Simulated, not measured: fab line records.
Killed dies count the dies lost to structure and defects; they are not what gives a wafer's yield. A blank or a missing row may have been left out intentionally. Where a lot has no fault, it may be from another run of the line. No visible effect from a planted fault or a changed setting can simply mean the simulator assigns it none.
2 desks, one fault -- flow n5-finfet -- every desk sees just its own numbers, and what lay behind them comes last

AT THE TOOL OWNER'S DESK: rie-diel-02
The tool's own readings at N5_BEOL_M11_TRENCH_ETCH_37 (etches SiCOH lowk in C4F6/O2, target depth 148.83 nm, time 48 s): means of the sampled wafers that have a number, for each lot that ran on this tool. A lot is out of limits, marked OUT, if its mean lies more than 4 standard deviations from the usual mean; the brackets give that distance. 7 of its 11 readings are shown: the first one out of limits and those lying furthest out on some lot.
Columns: A = bias-w at N5_BEOL_M11_TRENCH_ETCH_37, usual 185.0 W; B = chamber-pressure-mTorr at N5_BEOL_M11_TRENCH_ETCH_37, usual 30.003 mTorr; C = oes_ar_750_au at N5_BEOL_M11_TRENCH_ETCH_37, usual 0.78 a.u.; D = oes_o_777_au at N5_BEOL_M11_TRENCH_ETCH_37, usual 0.78 a.u.; E = oes-product-au at N5_BEOL_M11_TRENCH_ETCH_37, usual 0.78 a.u.; F = run-length-s at N5_BEOL_M11_TRENCH_ETCH_37, usual 71.3 s; G = throttle-valve-pct at N5_BEOL_M11_TRENCH_ETCH_37, usual 20.95 %
lot,first seen here,A,B,C,D,E,F,G
L317,day 12 02:53,184.6,30.009,0.80,0.80,0.79,71.1,21.06
L319,day 12 18:35,184.4,30.033,0.80,0.80,0.80,71.3,21.10
L330,day 15 14:59,185.9,29.995,0.92,0.92,0.91,65.4 (-17) OUT,20.80
L331,day 15 20:40,185.4,30.012,0.86,0.86,0.86,65.7 (-16) OUT,21.01
This desk finds L330, L331 out of limits, L330 being first, at day 15 14:59 (run-length-s at N5_BEOL_M11_TRENCH_ETCH_37). L317, L319 stayed within limits.

AT THE METROLOGY DESK
Lot by lot, what the gauges showed, no matter which tool ran the lot: averages of those sampled wafers that carry a number. A lot is out of limits, marked OUT, if its mean lies more than 4 standard deviations from the usual mean; the brackets give that distance. 7 of its 37 readings are shown: the first one out of limits and those lying furthest out on some lot.
Columns: A = trench-depth-nm at N5_BEOL_M11_OCD_MEAS_38, usual 147.9 nm; B = M11_THK at N5_BEOL_M11_THK_MEAS_53, usual 138.8 nm; C = M11_RS at N5_BEOL_M11_RS_MEAS_57, usual 0.1518 ohm/sq; D = COMB_M13 at N5_BEOL_M15_RC_MEAS_101, usual 5.5e-12 S/m; E = SERP_M10 at N5_BEOL_M15_RC_MEAS_101, usual 3.03 ohm/um; F = SERP_M11 at N5_BEOL_M15_RC_MEAS_101, usual 3.08 ohm/um; G = SERP_M11_max_site at N5_BEOL_M15_RC_MEAS_101, usual 3.16 ohm/um
lot,first seen here,A,B,C,D,E,F,G
L317,day 9 10:52,148.2,138.7,0.1515,4.8e-12,3.05,3.07,3.16
L319,day 9 23:12,149.0,139.6,0.1511,5.6e-12,2.98,3.10,3.22
L330,day 12 16:12,131.9 (-8.4) OUT,122.5 (-7.8) OUT,0.1872 (+14) OUT,8.0e-12,2.99,3.76 (+9.4) OUT,3.86 (+8.6) OUT
L331,day 12 22:46,132.1 (-8.3) OUT,123.0 (-7.5) OUT,0.1849 (+13) OUT,5.1e-12,3.01,3.73 (+9.1) OUT,3.84 (+8.3) OUT
L336,day 14 06:26,148.2,137.5,0.1533,5.6e-12,2.93,3.05,3.15
L335,day 14 07:43,146.0,136.9,0.1547,4.3e-12,3.15,3.18,3.29
This desk finds L330, L331 out of limits, L330 being first, at day 15 15:10 (trench-depth-nm at N5_BEOL_M11_OCD_MEAS_38). L317, L319, L336, L335 stayed within limits.

PUT TOGETHER
The tool owner's desk had the chance to raise an alarm at day 15 14:59 on L330, L331.
Metrology desk: alarm possible at day 15 15:10 on L330, L331.
N5_BEOL_M11_TRENCH_ETCH_37 was run on rie-diel-02 by each of the lots named.

WHAT HAD BEEN PUT IN BY THE SIMULATOR
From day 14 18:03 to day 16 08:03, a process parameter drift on rie-diel-02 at N5_BEOL_M11_TRENCH_ETCH_37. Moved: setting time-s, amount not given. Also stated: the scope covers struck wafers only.
Struck lots among those shown: L330, L331.
Fault start to first reading out of limits, in hours, per desk: tool owner, 21; metrology, 21.
